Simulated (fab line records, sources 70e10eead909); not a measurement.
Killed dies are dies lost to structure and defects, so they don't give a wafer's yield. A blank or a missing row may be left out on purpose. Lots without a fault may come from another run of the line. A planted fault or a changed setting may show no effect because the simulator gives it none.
Chamber matching | flow nand_harc | NHARC_A_CHANNEL_HOLE_D1_DEP_01 on pecvd-01: 3 sister chambers
The step deposits SiON, target thk 140 nm. 3 wafers are shown with their chamber, then 7 later ones without.

WAFERS WITH THEIR CHAMBER
wafer  | chamber | heater_power_w (W)
L856.4 | 1       | 913
L857.1 | 2       | 635
L857.2 | 0       | 937

WAFERS WITHOUT THEIR CHAMBER
wafer  | heater_power_w (W)
L857.5 | 633
L859.2 | 892
L859.5 | 898
L859.6 | 639
L868.1 | 872
L868.4 | 865
L868.6 | 998

WHICH CHAMBER EACH WENT THROUGH
wafer  | from the rows above     | in truth
L857.5 | 2                       | 2
L859.2 | can't be placed: 1 or 0 | 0
L859.5 | can't be placed: 1 or 0 | 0
L859.6 | 2                       | 2
L868.1 | can't be placed: 1 or 0 | 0
L868.4 | can't be placed: 1 or 0 | 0
L868.6 | can't be placed: 0 or 1 | 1
Placed correctly: 2 of 7. Can't be placed from these rows: 5 (the true chamber is among the candidates in 5). Placed wrongly: 0.
How it was worked out, from the rows above alone: a wafer's distance from a chamber is the root of the sum, over the readings, of the square of ((its reading less the chamber's mean) divided by the reading's scatter). The wafer belongs to the nearest chamber; if the next one is less than 2 further off, it can't be placed. A chamber's mean is the mean of its shown wafers. The scatter: with one shown wafer a chamber, the root of the mean of the squares of how far each hidden wafer lies from its nearest shown one.
